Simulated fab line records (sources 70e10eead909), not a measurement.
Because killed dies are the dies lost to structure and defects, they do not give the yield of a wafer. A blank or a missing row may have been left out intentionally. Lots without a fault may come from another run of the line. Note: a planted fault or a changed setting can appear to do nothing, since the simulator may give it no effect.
fab line records / flow nand-harc
record: lots: 6 wafers: 18 last-day: 32
route steps=1302 shown A_M0@1162 A_M1@1169 END@1302
lots that met no fault: from a run of the same line without faults
start-h: the number of hours between the record's first day and the start of the first shown wafer of the lot / wait-h: hours since the lot's step before / " unchanged from the row above / L1.1+2: a row that stands for several wafers / - no value, or no start given / * or withheld: withheld / < > ~ a bound
route shown NAME@n: a module of which the file shows steps, and the number in the route of the first / usual: mean/standard deviation taken from wafers without a fault / same: alike in all rows / chamber/n: place in a boat / sites: the reading at each site / _std_site: how widely they spread, as a standard deviation / _edge_site: outer sites' mean less inner sites' / radius-mm: how far each site lies from the wafer's centre / mask NAME#n: copy n / behind: the most recent tool/chamber to have shaped the wafer / hold: what put the lot on hold/how long, in hours/how the hold closed / device: names the non-switching transistor (n, p or np) / end of line: at the end of the route, the tests of the same wafers / step lacking rows: just its recipe / killed: dies that structure and defects cost at the first sort, which is not the same as the wafer's yield / map: a wafer's dies, x killed, . not, _ none there
set.NAME: the setting as run; set.NAME@STEP: as run at that earlier step / model.NAME: the simulator's own value behind a step, which no gauge read
certain route steps with their lots: each step a table, each wafer a row
services: when a tool's chamber went out of use (start-h, in hours from the record's first day, below 0 if earlier), for how many hours, and the reason
== steps ==
step: NHARC_A_M0_CMP_23
recipe: t-overpolish-s: 20 target-thk-nm: 113.75
usual: motor-current-A: 11.3/0.87 time-to-endpoint-s: 27/3.3
lot.wafer=L955.3 tool=cmp-02 chamber=3 start-h=542.29 wait-h=- motor-current-A=9.2 time-to-endpoint-s=29
lot.wafer=L955.2 tool=cmp-02 chamber=0 start-h=542.29 wait-h=- motor-current-A=10.9 time-to-endpoint-s=30
lot.wafer=L955.6 tool=cmp-02 chamber=0 start-h=542.29 wait-h=- motor-current-A=11.3 time-to-endpoint-s=28
lot.wafer=L961.1 tool=cmp-01 chamber=0 start-h=602.06 wait-h=- motor-current-A=11.3 time-to-endpoint-s=23
lot.wafer=L961.2 tool=cmp-01 chamber=2 start-h=602.06 wait-h=- motor-current-A=12.0 time-to-endpoint-s=26
lot.wafer=L961.6 tool=cmp-01 chamber=0 start-h=602.06 wait-h=- motor-current-A=11.4 time-to-endpoint-s=22
lot.wafer=L965.2 tool=cmp-01 chamber=3 start-h=655.82 wait-h=- motor-current-A=11.6 time-to-endpoint-s=24
lot.wafer=L965.6 tool=cmp-01 chamber=1 start-h=655.82 wait-h=- motor-current-A=10.0 time-to-endpoint-s=34
lot.wafer=L965.5 tool=cmp-01 chamber=2 start-h=655.82 wait-h=- motor-current-A=11.6 time-to-endpoint-s=24
lot.wafer=L967.4 tool=cmp-01 chamber=0 start-h=688.20 wait-h=- motor-current-A=10.8 time-to-endpoint-s=26
lot.wafer=L967.1 tool=cmp-01 chamber=1 start-h=688.20 wait-h=- motor-current-A=10.1 time-to-endpoint-s=33
lot.wafer=L967.3 tool=cmp-01 chamber=2 start-h=688.20 wait-h=- motor-current-A=11.5 time-to-endpoint-s=27
lot.wafer=L976.2 tool=cmp-03 chamber=1 start-h=728.51 wait-h=- motor-current-A=10.9 time-to-endpoint-s=25
lot.wafer=L976.4 tool=cmp-03 chamber=0 start-h=728.51 wait-h=- motor-current-A=12.5 time-to-endpoint-s=26
lot.wafer=L976.6 tool=cmp-03 chamber=1 start-h=728.51 wait-h=- motor-current-A=10.3 time-to-endpoint-s=24
lot.wafer=L975.2 tool=cmp-01 chamber=2 start-h=734.64 wait-h=- motor-current-A=12.1 time-to-endpoint-s=23
lot.wafer=L975.3 tool=cmp-01 chamber=1 start-h=734.64 wait-h=- motor-current-A=9.7 time-to-endpoint-s=33
lot.wafer=L975.5 tool=cmp-01 chamber=3 start-h=734.64 wait-h=- motor-current-A=11.4 time-to-endpoint-s=27
step: NHARC_A_M0_THK_MEAS_24
recipe: thk-meas-gauge: xrf
usual: thk-nm: 113.1/1.8
lot.wafer=L955.2 tool=film-metro-01 chamber=- start-h=542.61 wait-h=- thk-nm=114.3
lot.wafer=L955.3 tool=film-metro-01 chamber=- start-h=542.61 wait-h=- thk-nm=114.0
lot.wafer=L955.6 tool=film-metro-01 chamber=- start-h=542.61 wait-h=- thk-nm=112.5
lot.wafer=L961.1 tool=film-metro-02 chamber=- start-h=602.35 wait-h=- thk-nm=110.5
lot.wafer=L961.2 tool=film-metro-02 chamber=- start-h=602.35 wait-h=- thk-nm=112.0
lot.wafer=L961.6 tool=film-metro-02 chamber=- start-h=602.35 wait-h=- thk-nm=110.5
lot.wafer=L965.2 tool=film-metro-02 chamber=- start-h=656.08 wait-h=- thk-nm=113.2
lot.wafer=L965.5 tool=film-metro-02 chamber=- start-h=656.08 wait-h=- thk-nm=111.7
lot.wafer=L965.6 tool=film-metro-02 chamber=- start-h=656.08 wait-h=- thk-nm=115.2
lot.wafer=L967.1 tool=film-metro-02 chamber=- start-h=688.52 wait-h=- thk-nm=117.7
lot.wafer=L967.3 tool=film-metro-02 chamber=- start-h=688.52 wait-h=- thk-nm=114.9
lot.wafer=L967.4 tool=film-metro-02 chamber=- start-h=688.52 wait-h=- thk-nm=112.9
lot.wafer=L976.2 tool=film-metro-01 chamber=- start-h=728.83 wait-h=- thk-nm=113.4
lot.wafer=L976.4 tool=film-metro-01 chamber=- start-h=728.83 wait-h=- thk-nm=115.6
lot.wafer=L976.6 tool=film-metro-01 chamber=- start-h=728.83 wait-h=- thk-nm=112.3
lot.wafer=L975.2 tool=film-metro-01 chamber=- start-h=734.95 wait-h=- thk-nm=112.8
lot.wafer=L975.3 tool=film-metro-01 chamber=- start-h=734.95 wait-h=- thk-nm=115.4
lot.wafer=L975.5 tool=film-metro-01 chamber=- start-h=734.95 wait-h=- thk-nm=111.6
step: NHARC_A_M0_SRD_25
step: NHARC_A_M0_INSPECT_27
usual: raw-defect-count: 513/110
lot.wafer=L955.2 tool=defect-inspect-01 chamber=- start-h=542.76 wait-h=0.0 raw-defect-count=511
lot.wafer=L955.3 tool=defect-inspect-01 chamber=- start-h=542.76 wait-h=0.0 raw-defect-count=459
lot.wafer=L955.6 tool=defect-inspect-01 chamber=- start-h=542.76 wait-h=0.0 raw-defect-count=639
lot.wafer=L961.1 tool=defect-inspect-01 chamber=- start-h=602.51 wait-h=0.0 raw-defect-count=674
lot.wafer=L961.2 tool=defect-inspect-01 chamber=- start-h=602.51 wait-h=0.0 raw-defect-count=829
lot.wafer=L961.6 tool=defect-inspect-01 chamber=- start-h=602.51 wait-h=0.0 raw-defect-count=559
lot.wafer=L965.2 tool=defect-inspect-02 chamber=- start-h=656.24 wait-h=0.0 raw-defect-count=366
lot.wafer=L965.5 tool=defect-inspect-02 chamber=- start-h=656.24 wait-h=0.0 raw-defect-count=414
lot.wafer=L965.6 tool=defect-inspect-02 chamber=- start-h=656.24 wait-h=0.0 raw-defect-count=473
lot.wafer=L967.1 tool=defect-inspect-01 chamber=- start-h=688.68 wait-h=0.0 raw-defect-count=986
lot.wafer=L967.3 tool=defect-inspect-01 chamber=- start-h=688.68 wait-h=0.0 raw-defect-count=634
lot.wafer=L967.4 tool=defect-inspect-01 chamber=- start-h=688.68 wait-h=0.0 raw-defect-count=620
lot.wafer=L976.2 tool=defect-inspect-01 chamber=- start-h=728.99 wait-h=0.0 raw-defect-count=463
lot.wafer=L976.4 tool=defect-inspect-01 chamber=- start-h=728.99 wait-h=0.0 raw-defect-count=452
lot.wafer=L976.6 tool=defect-inspect-01 chamber=- start-h=728.99 wait-h=0.0 raw-defect-count=475
lot.wafer=L975.2 tool=defect-inspect-02 chamber=- start-h=735.10 wait-h=0.0 raw-defect-count=444
lot.wafer=L975.3 tool=defect-inspect-02 chamber=- start-h=735.10 wait-h=0.0 raw-defect-count=539
lot.wafer=L975.5 tool=defect-inspect-02 chamber=- start-h=735.10 wait-h=0.0 raw-defect-count=347
step: NHARC_A_M0_PRE_CLEAN_31
recipe: time-s: 12 temp-c: 370 rf-power-w: 300 gas: NH3
usual: heater-power-w: 659/69
lot.wafer=L955.2 tool=pecvd-03 chamber=1 start-h=542.84 wait-h=0.1 heater-power-w=591
lot.wafer=L955.3 tool=pecvd-03 chamber=2 start-h=542.84 wait-h=0.1 heater-power-w=660
lot.wafer=L955.6 tool=pecvd-03 chamber=1 start-h=542.84 wait-h=0.1 heater-power-w=568
lot.wafer=L961.1 tool=pecvd-02 chamber=1 start-h=603.46 wait-h=0.9 heater-power-w=684
lot.wafer=L961.2 tool=pecvd-02 chamber=2 start-h=603.46 wait-h=0.9 heater-power-w=634
lot.wafer=L961.6 tool=pecvd-02 chamber=2 start-h=603.46 wait-h=0.9 heater-power-w=623
lot.wafer=L965.2 tool=pecvd-02 chamber=0 start-h=656.30 wait-h=0.1 heater-power-w=633
lot.wafer=L965.6 tool=pecvd-02 chamber=0 start-h=656.30 wait-h=0.1 heater-power-w=626
lot.wafer=L965.5 tool=pecvd-02 chamber=2 start-h=656.30 wait-h=0.1 heater-power-w=648
lot.wafer=L967.3 tool=pecvd-03 chamber=2 start-h=688.76 wait-h=0.1 heater-power-w=716
lot.wafer=L967.1 tool=pecvd-03 chamber=0 start-h=688.76 wait-h=0.1 heater-power-w=635
lot.wafer=L967.4 tool=pecvd-03 chamber=1 start-h=688.76 wait-h=0.1 heater-power-w=634
lot.wafer=L976.2 tool=pecvd-04 chamber=2 start-h=729.08 wait-h=0.1 heater-power-w=651
lot.wafer=L976.4 tool=pecvd-04 chamber=0 start-h=729.08 wait-h=0.1 heater-power-w=860
lot.wafer=L976.6 tool=pecvd-04 chamber=2 start-h=729.08 wait-h=0.1 heater-power-w=652
lot.wafer=L975.3 tool=pecvd-02 chamber=2 start-h=735.17 wait-h=0.1 heater-power-w=616
lot.wafer=L975.2 tool=pecvd-02 chamber=1 start-h=735.17 wait-h=0.1 heater-power-w=708
lot.wafer=L975.5 tool=pecvd-02 chamber=1 start-h=735.17 wait-h=0.1 heater-power-w=691
step: NHARC_A_M0_DEP_32
recipe: target-thk-a: 300 temp-c: 370 target-thk-nm: 30 pressure-torr: 3 flow-sccm: 200 rf-w: 450 material: SiCN
usual: heater-power-w: 610/67
lot.wafer=L955.2 tool=pecvd-03 chamber=1 start-h=542.95 wait-h=0.1 heater-power-w=609
lot.wafer=L955.3 tool=pecvd-03 chamber=2 start-h=542.95 wait-h=0.1 heater-power-w=659
lot.wafer=L955.6 tool=pecvd-03 chamber=1 start-h=542.95 wait-h=0.1 heater-power-w=610
lot.wafer=L961.1 tool=pecvd-02 chamber=1 start-h=603.57 wait-h=0.1 heater-power-w=599
lot.wafer=L961.2 tool=pecvd-02 chamber=2 start-h=603.57 wait-h=0.1 heater-power-w=614
lot.wafer=L961.6 tool=pecvd-02 chamber=2 start-h=603.57 wait-h=0.1 heater-power-w=594
lot.wafer=L965.2 tool=pecvd-02 chamber=0 start-h=656.38 wait-h=0.1 heater-power-w=553
lot.wafer=L965.6 tool=pecvd-02 chamber=0 start-h=656.38 wait-h=0.1 heater-power-w=560
lot.wafer=L965.5 tool=pecvd-02 chamber=2 start-h=656.38 wait-h=0.1 heater-power-w=604
lot.wafer=L967.3 tool=pecvd-03 chamber=2 start-h=688.87 wait-h=0.1 heater-power-w=651
lot.wafer=L967.1 tool=pecvd-03 chamber=0 start-h=688.87 wait-h=0.1 heater-power-w=571
lot.wafer=L967.4 tool=pecvd-03 chamber=1 start-h=688.87 wait-h=0.1 heater-power-w=592
lot.wafer=L976.2 tool=pecvd-04 chamber=2 start-h=729.22 wait-h=0.1 heater-power-w=593
lot.wafer=L976.4 tool=pecvd-04 chamber=0 start-h=729.22 wait-h=0.1 heater-power-w=826
lot.wafer=L976.6 tool=pecvd-04 chamber=2 start-h=729.22 wait-h=0.1 heater-power-w=591
lot.wafer=L975.3 tool=pecvd-02 chamber=2 start-h=735.25 wait-h=0.1 heater-power-w=598
lot.wafer=L975.2 tool=pecvd-02 chamber=1 start-h=735.25 wait-h=0.1 heater-power-w=631
lot.wafer=L975.5 tool=pecvd-02 chamber=1 start-h=735.25 wait-h=0.1 heater-power-w=627
step: NHARC_A_M1_DEP_00
recipe: target-thk-a: 1825 target-thk-nm: 182.5 temp-c: withheld pressure-torr: 5 flow-sccm: 200 rf-w: 600 material: SiOC
step: NHARC_A_M1_DEHYDRATE_01
recipe: temp-c: 150 time-s: 120
step: NHARC_A_M1_HMDS_02
recipe: time-s: 30
step: NHARC_A_M1_COAT_34
recipe: temp-c: 200 time-s: 65
step: NHARC_A_M1_COAT_03
recipe: spin-rpm: 1500 resist-thk-nm: 90
step: NHARC_A_M1_SOFTBAKE_04
recipe: temp-c: 105 time-s: 55
usual: heater-power-total-W: 188.46/0.14 plate-temp-C: 105.00/0.13
lot.wafer=L955.2 tool=litho-track-01 chamber=0 start-h=543 wait-h=- heater-power-total-W=188.34 plate-temp-C=105.20
lot.wafer=L955.3 tool=litho-track-01 chamber=0 start-h=543 wait-h=- heater-power-total-W=188.26 plate-temp-C=104.96
lot.wafer=L955.6 tool=litho-track-01 chamber=0 start-h=543 wait-h=- heater-power-total-W=188.74 plate-temp-C=105.27
lot.wafer=L961.1 tool=litho-track-06 chamber=0 start-h=604 wait-h=- heater-power-total-W=188.42 plate-temp-C=105.00
lot.wafer=L961.2 tool=litho-track-06 chamber=0 start-h=604 wait-h=- heater-power-total-W=188.37 plate-temp-C=105.14
lot.wafer=L961.6 tool=litho-track-06 chamber=0 start-h=604 wait-h=- heater-power-total-W=188.52 plate-temp-C=105.23
lot.wafer=L965.2 tool=litho-track-01 chamber=0 start-h=657 wait-h=- heater-power-total-W=192.23 plate-temp-C=105.13
lot.wafer=L965.5 tool=litho-track-01 chamber=0 start-h=657 wait-h=- heater-power-total-W=192.05 plate-temp-C=104.81
lot.wafer=L965.6 tool=litho-track-01 chamber=0 start-h=657 wait-h=- heater-power-total-W=192.46 plate-temp-C=104.89
lot.wafer=L967.1 tool=litho-track-01 chamber=0 start-h=689 wait-h=- heater-power-total-W=192.14 plate-temp-C=104.87
lot.wafer=L967.3 tool=litho-track-01 chamber=0 start-h=689 wait-h=- heater-power-total-W=192.12 plate-temp-C=105.10
lot.wafer=L967.4 tool=litho-track-01 chamber=0 start-h=689 wait-h=- heater-power-total-W=192.11 plate-temp-C=104.94
lot.wafer=L976.2 tool=litho-track-06 chamber=0 start-h=729 wait-h=- heater-power-total-W=188.44 plate-temp-C=104.97
lot.wafer=L976.4 tool=litho-track-06 chamber=0 start-h=729 wait-h=- heater-power-total-W=188.48 plate-temp-C=104.93
lot.wafer=L976.6 tool=litho-track-06 chamber=0 start-h=729 wait-h=- heater-power-total-W=188.49 plate-temp-C=104.92
lot.wafer=L975.2 tool=litho-track-04 chamber=0 start-h=736 wait-h=- heater-power-total-W=188.38 plate-temp-C=105.12
lot.wafer=L975.3 tool=litho-track-04 chamber=0 start-h=736 wait-h=- heater-power-total-W=188.75 plate-temp-C=104.80
lot.wafer=L975.5 tool=litho-track-04 chamber=0 start-h=736 wait-h=- heater-power-total-W=188.36 plate-temp-C=104.73
step: NHARC_A_M1_EBR_05
step: NHARC_END_SORT_01
recipe: temp-c: 25
usual: defect-limited-yield: 91.0/2.8 killed-at-array: 56/19 killed-at-other: 0.6/1 killed-at-periphery: 3.9/2.7 killed-dies: 61/19 killed-open: 3.3/1.9 killed-short: 2.4/1.7
same: gross-dies: 677
lot.wafer=L955.2 tool=prober-02 chamber=0 start-h=581.09 wait-h=2.8 defect-limited-yield[%]=86.3 killed-at-array=93 killed-at-other=0 killed-at-periphery=0 killed-dies=93 killed-open=3 killed-short=0
lot.wafer=L955.3 tool=prober-02 chamber=0 start-h=581.90 wait-h=3.1 defect-limited-yield[%]=89.5 killed-at-array=65 killed-at-other=3 killed-at-periphery=3 killed-dies=71 killed-open=3 killed-short=1
lot.wafer=L955.6 tool=prober-02 chamber=0 start-h=584.35 wait-h=4.1 defect-limited-yield[%]=87.4 killed-at-array=83 killed-at-other=0 killed-at-periphery=2 killed-dies=85 killed-open=1 killed-short=0
lot.wafer=L961.1 tool=prober-02 chamber=0 start-h=638.05 wait-h=2.6 defect-limited-yield[%]=95.9 killed-at-array=23 killed-at-other=0 killed-at-periphery=5 killed-dies=28 killed-open=1 killed-short=2
lot.wafer=L961.2 tool=prober-02 chamber=0 start-h=638.85 wait-h=2.8 defect-limited-yield[%]=94.7 killed-at-array=32 killed-at-other=0 killed-at-periphery=4 killed-dies=36 killed-open=4 killed-short=1
lot.wafer=L961.6 tool=prober-02 chamber=0 start-h=642.03 wait-h=4.0 defect-limited-yield[%]=93.8 killed-at-array=38 killed-at-other=0 killed-at-periphery=4 killed-dies=42 killed-open=5 killed-short=4
lot.wafer=L965.2 tool=prober-01 chamber=0 start-h=693.00 wait-h=2.8 defect-limited-yield[%]=93.2 killed-at-array=44 killed-at-other=0 killed-at-periphery=2 killed-dies=46 killed-open=1 killed-short=1
lot.wafer=L965.5 tool=prober-01 chamber=0 start-h=695.41 wait-h=3.7 defect-limited-yield[%]=89.8 killed-at-array=61 killed-at-other=2 killed-at-periphery=6 killed-dies=69 killed-open=0 killed-short=2
lot.wafer=L965.6 tool=prober-01 chamber=0 start-h=696.21 wait-h=4.0 defect-limited-yield[%]=91.0 killed-at-array=59 killed-at-other=1 killed-at-periphery=1 killed-dies=61 killed-open=1 killed-short=4
lot.wafer=L976.4 tool=prober-02 chamber=0 start-h=775.25 wait-h=3.4 defect-limited-yield[%]=88.5 killed-at-array=74 killed-at-other=1 killed-at-periphery=3 killed-dies=78 killed-open=0 killed-short=1
lot.wafer=L976.6 tool=prober-02 chamber=0 start-h=776.87 wait-h=4.0 defect-limited-yield[%]=87.4 killed-at-array=81 killed-at-other=1 killed-at-periphery=3 killed-dies=85 killed-open=4 killed-short=2
killed by level:class
L955.2 A_CHANNEL_HOLE_D2:chamber-film-flake=36 A_CHANNEL_HOLE_D1:chamber-film-flake=31 A_SLIT:chamber-film-flake=13 A_CONTACT:chamber-film-flake=5 A_STAIRCASE:chamber-film-flake=3 A_ONON_D1:geometric-particle:open=1 A_ONON_D2:geometric-particle:open=1 A_WL_FILL:geometric-particle:open=1
L955.3 A_CHANNEL_HOLE_D2:chamber-film-flake=26 A_CHANNEL_HOLE_D1:chamber-film-flake=17 A_SLIT:chamber-film-flake=14 A_STAIRCASE:chamber-film-flake=3 THIN_TSV:chamber-film-flake=3 P_M0:geometric-particle:open=2 A_WL_FILL:chamber-film-flake=2 A_CHANNEL_HOLE_D1:geometric-particle:open=1
L955.6 A_CHANNEL_HOLE_D2:chamber-film-flake=31 A_CHANNEL_HOLE_D1:chamber-film-flake=22 A_SLIT:chamber-film-flake=15 A_STAIRCASE:chamber-film-flake=5 A_CONTACT:chamber-film-flake=5 A_WL_FILL:chamber-film-flake=2 P_M0:geometric-particle:open=1 P_ZERO_WELL:chamber-film-flake=1
L961.1 A_CHANNEL_HOLE_D2:chamber-film-flake=7 P_GATE:chamber-film-flake=3 A_CHANNEL_HOLE_D1:chamber-film-flake=3 A_CHANNEL_FILL_D1:chamber-film-flake=3 A_WL_FILL:chamber-film-flake=3 A_DECK1_JOINT:chamber-film-flake=2 A_STAIRCASE:chamber-film-flake=2 P_M1:geometric-particle:open=1
L961.2 A_CHANNEL_HOLE_D2:chamber-film-flake=8 A_DECK1_JOINT:chamber-film-flake=5 A_CHANNEL_HOLE_D1:chamber-film-flake=4 A_SLIT:chamber-film-flake=4 P_GATE:chamber-film-flake=3 A_CHANNEL_FILL_D2:geometric-particle:open=2 A_WL_FILL:chamber-film-flake=2 A_BLC:chamber-film-flake=2
L961.6 A_CHANNEL_HOLE_D2:chamber-film-flake=16 A_CHANNEL_FILL_D1:chamber-film-flake=3 A_CONTACT:chamber-film-flake=3 A_ONON_D1:geometric-particle:open=2 A_CHANNEL_FILL_D2:geometric-particle:short=2 P_GATE:chamber-film-flake=2 A_ZERO_WELL:chamber-film-flake=2 A_STAIRCASE:chamber-film-flake=2
L965.2 A_SLIT:chamber-film-flake=30 A_CHANNEL_HOLE_D1:chamber-film-flake=4 A_CHANNEL_FILL_D1:chamber-film-flake=3 A_CHANNEL_HOLE_D2:chamber-film-flake=2 P_STI:chamber-film-flake=2 A_CONTACT:chamber-film-flake=2 A_ONON_D1:geometric-particle:open=1 A_CHANNEL_HOLE_D2:geometric-particle:short=1
L965.5 A_SLIT:chamber-film-flake=36 A_CHANNEL_HOLE_D1:chamber-film-flake=8 A_STAIRCASE:chamber-film-flake=5 A_CHANNEL_HOLE_D2:chamber-film-flake=4 A_CONTACT:chamber-film-flake=4 P_ZERO_WELL:chamber-film-flake=2 P_CONTACT:chamber-film-flake=2 A_CHANNEL_FILL_D1:chamber-film-flake=2
L965.6 A_SLIT:chamber-film-flake=27 A_CHANNEL_HOLE_D1:chamber-film-flake=8 A_CONTACT:chamber-film-flake=8 A_STAIRCASE:chamber-film-flake=6 A_CHANNEL_HOLE_D2:chamber-film-flake=5 P_M0:geometric-particle:short=1 A_ONON_D1:geometric-particle:short=1 A_CHANNEL_HOLE_D1:geometric-particle:short=1
L976.4 A_CHANNEL_HOLE_D2:chamber-film-flake=33 A_CHANNEL_HOLE_D1:chamber-film-flake=17 A_CONTACT:chamber-film-flake=11 A_SLIT:chamber-film-flake=5 A_STAIRCASE:chamber-film-flake=4 P_ZERO_WELL:chamber-film-flake=2 A_CHANNEL_FILL_D1:chamber-film-flake=2 A_WL_FILL:geometric-particle:short=1
L976.6 A_CHANNEL_HOLE_D2:chamber-film-flake=32 A_CHANNEL_HOLE_D1:chamber-film-flake=16 A_CONTACT:chamber-film-flake=13 A_SLIT:chamber-film-flake=8 A_ZERO_WELL:chamber-film-flake=4 A_WL_FILL:geometric-particle:open=2 P_ZERO_WELL:chamber-film-flake=2 A_CHANNEL_FILL_D1:chamber-film-flake=2
== services ==
tool=pecvd-03 chamber=0 start-h=521.68 hours=3.0 kind=repair
tool=cmp-02 chamber=- start-h=526.50 hours=4.0 kind=pm
tool=litho-track-06 chamber=- start-h=529.00 hours=7.0 kind=pm
tool=pecvd-03 chamber=- start-h=547.45 hours=13.0 kind=pm
tool=litho-track-04 chamber=- start-h=553.00 hours=7.0 kind=pm
tool=cmp-03 chamber=- start-h=561.21 hours=4.0 kind=pm
tool=cmp-03 chamber=- start-h=573.55 hours=0.3 kind=repair
tool=pecvd-03 chamber=- start-h=575.30 hours=91.9 kind=repair
tool=cmp-02 chamber=- start-h=576.26 hours=2.2 kind=repair
tool=cmp-01 chamber=- start-h=577.61 hours=4.0 kind=pm
tool=pecvd-02 chamber=2 start-h=585.28 hours=3.6 kind=repair
tool=pecvd-02 chamber=- start-h=589.30 hours=13.0 kind=pm
tool=cmp-03 chamber=- start-h=611.68 hours=0.8 kind=repair
tool=cmp-01 chamber=- start-h=616.72 hours=2.1 kind=repair
tool=cmp-02 chamber=- start-h=624.50 hours=4.0 kind=pm
tool=pecvd-04 chamber=- start-h=631.04 hours=13.0 kind=pm
tool=cmp-01 chamber=- start-h=675.61 hours=4.0 kind=pm
tool=litho-track-01 chamber=- start-h=680.00 hours=7.0 kind=pm
tool=pecvd-03 chamber=2 start-h=694.11 hours=9.8 kind=repair
tool=pecvd-03 chamber=- start-h=700.73 hours=0.5 kind=repair
tool=litho-track-06 chamber=- start-h=704.00 hours=7.0 kind=pm
tool=pecvd-03 chamber=2 start-h=717.52 hours=2.0 kind=repair
tool=pecvd-03 chamber=- start-h=728.45 hours=13.0 kind=pm
tool=cmp-01 chamber=- start-h=730.16 hours=3.3 kind=repair
== key ==
first-sign: step: NHARC_A_M1_SOFTBAKE_04 reading: heater-power-total-W direction: up sigmas: 26 usual: * struck: *
effect none on later readings
met-at NHARC_A_M1_SOFTBAKE_04
struck-wafers L965.2,L965.5,L965.6,L967.1,L967.3,L967.4
onset-between 543 657
fault: kind: process-parameter-drift tool: litho-track-01 chamber: - onset-h: 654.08 steps: NHARC_A_M1_SOFTBAKE_04 channel: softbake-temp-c offset: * shape: step end-h: 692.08 acts-in: * stated: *
